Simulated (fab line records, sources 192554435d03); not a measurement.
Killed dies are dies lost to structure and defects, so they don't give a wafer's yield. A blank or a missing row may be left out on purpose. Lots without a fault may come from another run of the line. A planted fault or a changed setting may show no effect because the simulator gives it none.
Chamber matching | flow n5_finfet | N5_BEOL_M0_ETCH_109 on rie_diel-02: 4 sister chambers
The step etches SiCN in CH3F/O2, target depth 8 nm, overetch 2.4 nm, time 27.4 s. 8 wafers are shown with their chamber, then 7 later ones without.

WAFERS WITH THEIR CHAMBER
wafer  | chamber | showerhead_plenum_p_Torr (Torr) | throttle_valve_pct (%)
L074.6 | 1       | 1.89                            | 16.09
L083.3 | 0       | 2.06                            | 16.27
L087.6 | 2       | 2.04                            | 16.16
L090.4 | 1       | 1.88                            | 16.14
L090.5 | 2       | 2.04                            | 16.17
L090.6 | 3       | 1.95                            | 16.42
L092.1 | 0       | 2.05                            | 16.30
L092.2 | 3       | 1.95                            | 16.42

WAFERS WITHOUT THEIR CHAMBER
wafer  | showerhead_plenum_p_Torr (Torr) | throttle_valve_pct (%)
L092.3 | 2.04                            | 16.18
L094.1 | 2.04                            | 16.19
L094.4 | 1.88                            | 16.16
L094.5 | 2.05                            | 16.31
L095.2 | 2.03                            | 16.19
L095.5 | 1.95                            | 16.45
L095.6 | 1.88                            | 16.17

WHICH CHAMBER EACH WENT THROUGH
wafer  | from the rows above | in truth
L092.3 | 2                   | 2
L094.1 | 2                   | 2
L094.4 | 1                   | 1
L094.5 | 0                   | 0
L095.2 | 2                   | 2
L095.5 | 3                   | 3
L095.6 | 1                   | 1
Placed correctly: 7 of 7. Can't be placed from these rows: 0. Placed wrongly: 0.
How it was worked out, from the rows above alone: a wafer's distance from a chamber is the root of the sum, over the readings, of the square of ((its reading less the chamber's mean) divided by the reading's scatter). The wafer belongs to the nearest chamber; if the next one is less than 2 further off, it can't be placed. A chamber's mean is the mean of its shown wafers. The scatter: the root of (the sum of the squares of (reading less its chamber's mean) over the shown wafers, divided by (wafers less chambers)).
